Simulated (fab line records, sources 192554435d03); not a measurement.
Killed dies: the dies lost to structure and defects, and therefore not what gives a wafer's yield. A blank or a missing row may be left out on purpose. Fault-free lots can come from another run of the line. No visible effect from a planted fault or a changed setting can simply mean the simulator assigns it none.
A struck lot beside a sound one    flow n5-finfet    38 out of 1938 route steps
Sound: these wafers, L960.3, L960.4, L960.5. Struck: wafer L969.4; the same lot's L969.2 was not struck, so it is left out; see the end for the cause.
Order at every step that has rows: each side's tool, ch and its chambers, its first start. Under that, the readings that differ: sound wafers    struck wafers    difference of the means    sigmas: that difference in standard deviations of wafers without a fault.
alike: same words and numbers on both sides, and readings whose means sit less than 2 such deviations apart. not compared: any withheld reading, any reading some wafer has no value for, any bound like >300 that may hide the same value, and any number with overlapping values for which the record gives no deviation.
The two part at a step that has a row with sigmas, a row that says differs or no value, or rows on one side only. When numbers do not overlap yet have no deviation, they are printed without sigmas and do not part them. Lack of a reading on every wafer of one side parts them only where that side has two or more wafers.

first, 9 steps without rows for these wafers: N5_BEOL_M4_ANNEAL_95 (time 240 s); N5_BEOL_M4_SPUTTER_96 (material Cu, target thk 4.5 nm, time 8.29 s); N5_BEOL_M4_ECD_50 (material Cu, target thk 300 nm); N5_BEOL_M4_ANNEAL_51 (time 90 s); N5_BEOL_M4_CMP_52 (polishes, stops on SiOC, t overpolish 6.8 s, target thk 40 nm); N5_BEOL_M4_PRE_CLEAN_60 (time 15 s); N5_BEOL_M4_CO_CAP_55 (material Co, precursor CCTBA/H2, target thk 2 nm, time 102.1 s); N5_BEOL_M4_PRE_CLEAN_56 (time 15 s); N5_BEOL_M4_DEP_57 (deposits SiCN from 3MS/NH3, target thk 8 nm, time 14 s).
N5_BEOL_M4_RC_MEAS_101:
  sound on prober-01 ch 0, day 9 13:31; struck on prober-02 ch 0, day 11 09:50
  alike: DIBL_N, DIBL_P, IOFF_N, IOFF_P, ION_N, ION_P, SS_N, SS_P, VT_N, VT_P
then, 24 steps without rows for these wafers: N5_BEOL_M5_ILD_DEP_00 (deposits SiCOH lowk from DEMS/porogen, target thk 140.64 nm, time 25.9 s); N5_BEOL_M5_CURE_79 (cures SiCOH lowk, time 240 s); N5_BEOL_M5_PECVD_70 (deposits SiO2 from TEOS/O2, target thk 16 nm, time 18 s); N5_BEOL_M5_HM_DEP_02 (deposits TiN, target thk 20 nm); N5_BEOL_M5_COAT_59 (time 60 s, resist thk 60 nm); N5_BEOL_M5_COAT_60 (time 60 s, resist thk 12 nm); N5_BEOL_M5_COAT_71 (time 60 s, resist thk 5 nm); N5_BEOL_M5_COAT_05 (resist thk 30 nm); N5_BEOL_M5_EBR_07; N5_BEOL_M5_SOFTBAKE_06 (time 60 s); N5_BEOL_M5_EXPOSE_08 (exposes mask M5, target cd 28 nm); N5_BEOL_M5_PEB_09 (peb time 60 s); N5_BEOL_M5_DEVELOP_10 (develop time 30 s); N5_BEOL_M5_DESCUM_16 (chemistry O2, time 7 s); N5_BEOL_M5_ETCH_72 (etches underlayer in N2/H2, target depth 6.5 nm, time 5.2 s); N5_BEOL_M5_ETCH_61 (etches SiARC in CF4, target depth 15.6 nm, time 26 s); N5_BEOL_M5_ETCH_62 (etches SOC in N2/H2, target depth 75 nm, overetch 15 nm, time 112.5 s); N5_BEOL_M5_STRIP_63 (strips in N2/H2); N5_BEOL_M5_STRIP_73 (strips in N2/H2); N5_BEOL_M5_STRIP_64 (strips in CF4); N5_BEOL_M5_HM_OPEN_17 (chemistry Cl2/BCl3, target TiN, target depth 20 nm, overetch 6 nm); N5_BEOL_M5_STRIP_19 (strips in O2); N5_BEOL_M5_COAT_65 (time 60 s, resist thk 60 nm); N5_BEOL_M5_COAT_66 (time 60 s, resist thk 12 nm).
-- here the record skips 3 days between the struck wafers' starts before and after, leaving off in module BEOL_M5 and picking up in module BEOL_M11 (first step shown: number 1596 of the route) --
N5_BEOL_M11_CMP_52: polishes, stops on SiCOH lowk, t overpolish 7 s, target thk 140 nm.
  sound on cmp-01 ch 1,2, day 11 21:43; struck on cmp-01 ch 2, day 14 05:48
reading                       sound              struck  difference  sigmas
barrier-field-endpoint-s (s)  30.1 28.9 29.5     46.8    +17.3       +22
overpolish-run-s (s)          6.992 7.002 7.000  0.036   -6.962      -99 or more
time-to-endpoint-s (s)        72 66 67           86      +18         +5
  alike: motor-current-A, slurry-flow-ml-min
N5_BEOL_M11_THK_MEAS_53: measures by xrf.
  sound on film-metro-01, day 11 22:01; struck on film-metro-01, day 14 06:01
reading       sound              struck  difference  sigmas
M11_THK (nm)  141.9 143.4 139.5  256.9   +115.3      +41
N5_BEOL_M11_INSPECT_58: inspects for defects (darkfield).
  sound on defect-inspect-02, day 11 22:10; struck on defect-inspect-01, day 14 06:10
reading           sound      struck  difference  sigmas
raw-defect-count  53 117 78  1090    +1007       +44
N5_PASSIVATION_PROBE_49:
  sound on prober-01, day 13 17:46; struck on prober-01, day 16 02:28
reading                   sound           struck  difference  sigmas
defect-limited-yield (%)  87.7 88.5 86.4  0       -88         -51
killed_at_M0_to_M3        43 35 46        20      -21         -2
killed_at_M4_up           24 25 22        1104    +1080       +99 or more
killed-at-front-end       71 67 67        39      -29         -2
killed-at-other           0 0 1           8       +8          +3
killed-dies               145 136 161     1180    +1033       +52
killed-on-rim             15 17 20        152     +135        +34
killed-open               91 81 105       61      -31         -2
killed-short              52 44 55        24      -26         -3
sort_bin_5_function (%)   7.7 6.3 7.3     4.2     -2.9        -3
sort_bin_6_memory (%)     4.3 4.2 5.6     2.8     -1.9        -2
sort-n-pass               1035 1044 1019  0       -1033       -49
sort-yield-pct (%)        87.7 88.5 86.4  0       -88         -51
  alike: killed-at-contacts

== WHERE THEY PART ==
At N5_BEOL_M11_CMP_52 first; at N5_PASSIVATION_PROBE_49 last (within this record only).

WHY: what the simulator had put in
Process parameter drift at N5_BEOL_M11_CMP_52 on cmp-01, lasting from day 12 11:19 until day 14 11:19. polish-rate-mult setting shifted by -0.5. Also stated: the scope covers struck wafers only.
